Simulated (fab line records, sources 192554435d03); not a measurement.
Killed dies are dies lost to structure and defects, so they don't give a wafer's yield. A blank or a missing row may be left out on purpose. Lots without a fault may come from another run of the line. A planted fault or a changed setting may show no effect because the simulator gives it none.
A struck lot beside a sound one | flow n5_finfet | 13 steps out of a route of 1938
Sound: wafers L693.3, L693.5, L693.6. Struck: wafer L697.1. (L697.3, L697.6 of the same lot were not struck and are left out.) The cause comes at the end.
At each step with rows: each side's tool, then ch and its chambers, then its first start. Under that, the readings that differ: sound wafers | struck wafers | difference of the means | sigmas: that difference in standard deviations of wafers without a fault.
alike: readings whose means differ by less than 2 such deviations, and words and numbers that are the same on both sides. not compared: withheld readings, readings that some wafer has no value for, bounds like >300 that may hide the same value, and numbers for which the record gives no deviation and whose values overlap.
The two part at a step that has a row with sigmas, a row that says differs or no value, or rows on one side only. Numbers that don't overlap but have no deviation are shown without sigmas and don't part them. A reading that every wafer of one side lacks parts them only if that side has two wafers or more.

N5_MOL_CONTACT_COAG_SPUTTER_143: material Co, target thk 2.5 nm.
  sound on pvd_sputter-02, day 5 06:07; struck on pvd_sputter-03, day 6 05:27
  alike: susceptor_temp_C, throttle_valve_pct
N5_MOL_CONTACT_COAG_CO_FILL_22: material Co, precursor CCTBA/H2, target thk 20 nm.
  sound on cvd_co-02 ch 0,2, day 5 06:14; struck on cvd_co-02 ch 2, day 6 05:34
  alike: heater_power_w, susceptor_temp_C
then, 1 step without rows for these wafers: N5_MOL_CONTACT_COAG_ANNEAL_113 (time 300 s).
N5_MOL_CONTACT_COAG_PRE_CLEAN_142: time 60 s.
  sound on pvd_sputter-01, day 5 09:22; struck on pvd_sputter-01, day 6 09:18
  alike: heater_power_w, susceptor_temp_C
N5_MOL_CONTACT_COAG_SPUTTER_130: material Co, target thk 47.5 nm.
  sound on pvd_sputter-01, day 5 09:25; struck on pvd_sputter-01, day 6 09:22
  alike: susceptor_temp_C, throttle_valve_pct
then, 2 steps without rows for these wafers: N5_MOL_CONTACT_COAG_PRECLEAN_125 (cleans in DIW, time 57.5 s); N5_MOL_CONTACT_COAG_SRD_126 (dry time 32 s).
N5_MOL_CONTACT_COAG_CMP_23: polishes, stops on SiO2, t overpolish 1.5 s, target thk 0 nm.
  sound on cmp-04 ch 2,3, day 5 09:37; struck on cmp-02 ch 3, day 6 09:32
  reading                 | sound             | struck | difference | sigmas
  head_pressure_psi (psi) | 1.991 1.995 1.988 | 2.002  | +0.011     | +2
  alike: motor_current_A, overpolish_run_s, slurry_filter_dp_kPa, time_to_endpoint_s
then, 2 steps without rows for these wafers: N5_MOL_CONTACT_COAG_WET_ETCH_26 (target Co, target depth 13 nm); N5_MOL_CONTACT_COAG_WET_ETCH_116 (etches the open film in SC1-inhibited, target depth 4.6 nm, rinse time 30 s).
N5_MOL_CONTACT_COAG_ALD_27: deposits SiOC, target thk 17 nm, pulse time 1.5 s, time 2720 s.
  sound on ald_sin-03 ch 0,1,2, day 5 10:26; struck on ald_sin-04 ch 1, day 6 10:22
  reading                    | sound                | struck | difference | sigmas
  precursor_pulse_height_rel | 0.988 0.998 1.022    | 0.958  | -0.045     | -2
  run_length_s (s)           | 2769.2 2769.4 2770.8 | 3433.9 | +664.1     | +99 or more
  time_s (s)                 | 2720 2720 2720       | 3383.7 | +663.7     |
  alike: heater_power_w, susceptor_temp_C
then, 2 steps without rows for these wafers: N5_MOL_CONTACT_COAG_CMP_28 (polishes, stops on SiNx, t overpolish 0.85 s, target thk 14.522 nm); N5_PASSIVATION_PROBE_49.

WHERE THEY PART
First at N5_MOL_CONTACT_COAG_CMP_23; last, within this record, at N5_MOL_CONTACT_COAG_ALD_27.

WHY: what the simulator had put in
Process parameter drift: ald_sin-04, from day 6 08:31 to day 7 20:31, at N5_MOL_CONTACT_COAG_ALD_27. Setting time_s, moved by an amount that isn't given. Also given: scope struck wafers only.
